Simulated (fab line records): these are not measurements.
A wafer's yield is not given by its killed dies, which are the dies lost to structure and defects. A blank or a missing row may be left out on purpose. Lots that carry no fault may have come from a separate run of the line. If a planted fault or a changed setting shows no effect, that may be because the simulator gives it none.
Matching of chambers ; flow n5Finfet ; rieSi-03 running N5_DUMMY_GATE_ETCH_44: 4 sister chambers
The step etches poly-Si in HBr/O2, stops on SiO2, target depth 127.5 nm. 8 wafers are shown with their chamber, then 7 later ones without.

WAFERS WITH THEIR CHAMBER
wafer;chamber;throttleValvePct (%);heBacksideLeakSccm (sccm)
L086.2;1;18.77;3.0
L086.3;2;18.48;2.5
L086.5;1;18.75;3.1
L089.1;2;18.48;2.5
L089.5;0;18.39;2.8
L089.6;3;18.14;2.6
L090.3;3;18.16;2.8
L090.4;0;18.41;2.8

WAFERS WITHOUT THEIR CHAMBER
wafer;throttleValvePct (%);heBacksideLeakSccm (sccm)
L090.6;18.13;2.6
L091.1;18.42;2.8
L091.5;18.40;2.7
L091.6;18.77;3.1
L096.1;18.75;3.0
L096.4;18.15;2.6
L096.5;18.77;2.9

WHICH CHAMBER EACH ONE RAN IN
wafer;from the rows above;in truth
L090.6;3;3
L091.1;0;0
L091.5;0;0
L091.6;1;1
L096.1;1;1
L096.4;3;3
L096.5;1;1
7 of 7 placed correctly. Can't be placed from these rows: 0. Wrongly placed: 0.
How it was worked out, from the rows above alone: a wafer's distance from a chamber is the root of the sum, over the readings, of the square of ((its reading less the chamber's mean) divided by the reading's scatter). If the next closest chamber is less than 2 further off than the closest, the wafer can't be placed; otherwise it belongs to the closest. A chamber's mean is the mean of its shown wafers. The scatter is the square root of a quotient: the sum, over the shown wafers, of each reading's squared deviation from its chamber's mean, divided by wafers minus chambers.
